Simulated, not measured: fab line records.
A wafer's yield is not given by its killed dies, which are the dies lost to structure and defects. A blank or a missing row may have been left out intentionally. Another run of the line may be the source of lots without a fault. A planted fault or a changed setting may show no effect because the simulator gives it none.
Chamber matching | flow n5Finfet | rieDiel-02 running N5_BEOL_M5_ETCH_72: 3 sister chambers
The step etches underlayer in N2/H2, target depth 6.5 nm, time 5.2 s. 18 wafers are shown with their chamber, then 7 later ones without.

== WAFERS, EACH WITH ITS CHAMBER ==
wafer  | chamber | throttleValvePct (%) | showerheadPlenumPTorr (Torr) | etchRfOnTimeS (s)
L075.3 | 0       | 17.3                 | 2.59                         | 4.90
L075.4 | 2       | 17.9                 | 2.43                         | 5.17
L075.5 | 0       | 17.3                 | 2.59                         | 4.94
L081.2 | 3       | 18.0                 | 2.54                         | 5.62
L081.3 | 2       | 17.9                 | 2.43                         | 5.08
L081.6 | 2       | 17.9                 | 2.43                         | 5.11
L083.3 | 2       | 18.0                 | 2.43                         | 5.13
L083.5 | 0       | 17.3                 | 2.59                         | 4.83
L083.6 | 2       | 18.0                 | 2.43                         | 5.10
L085.1 | 2       | 17.9                 | 2.43                         | 5.18
L085.3 | 0       | 17.3                 | 2.59                         | 4.92
L085.5 | 0       | 17.3                 | 2.59                         | 4.85
L088.1 | 2       | 18.0                 | 2.42                         | 5.11
L088.2 | 3       | 18.0                 | 2.53                         | 5.68
L088.5 | 0       | 17.3                 | 2.58                         | 4.92
L090.1 | 3       | 18.0                 | 2.53                         | 5.60
L090.4 | 3       | 18.0                 | 2.53                         | 5.64
L090.5 | 0       | 17.3                 | 2.58                         | 4.90

SIGNATURES, as means of the wafers listed above
reading               | chamber 0 | chamber 2 | chamber 3 | scatter within a chamber
throttleValvePct      | 17.300    | 17.943    | 18.000    | 0.0338
showerheadPlenumPTorr | 2.5871    | 2.4286    | 2.5325    | 0.0045
etchRfOnTimeS         | 4.8943    | 5.1257    | 5.6350    | 0.0376
Rule: for a wafer and a chamber, the distance is found by dividing, reading by reading, the gap between the wafer's reading and the chamber's mean by the reading's scatter, squaring, summing and taking the root. If the next closest chamber is less than 2 further off than the closest, the wafer can't be placed; otherwise it belongs to the closest. How the scatter is found: for the shown wafers, subtract from each reading the mean of its chamber, square and add these, divide the total by (wafers less chambers), then take the root.

== WAFERS WHOSE CHAMBER IS MISSING ==
wafer  | throttleValvePct (%) | showerheadPlenumPTorr (Torr) | etchRfOnTimeS (s)
L093.1 | 18.0                 | 2.42                         | 5.16
L093.6 | 17.3                 | 2.58                         | 4.93
L094.3 | 18.0                 | 2.42                         | 5.11
L094.4 | 17.3                 | 2.58                         | 4.97
L094.6 | 17.3                 | 2.58                         | 4.88
L097.3 | 18.0                 | 2.42                         | 5.19
L097.6 | 17.3                 | 2.58                         | 4.90

== EACH ONE'S CHAMBER ==
wafer  | from the rows above | in truth
L093.1 | 2                   | 2
L093.6 | 0                   | 0
L094.3 | 2                   | 2
L094.4 | 0                   | 0
L094.6 | 0                   | 0
L097.3 | 2                   | 2
L097.6 | 0                   | 0
Placed correctly: 7 of 7. From these rows, 0 cannot be placed. 0 placed wrongly.
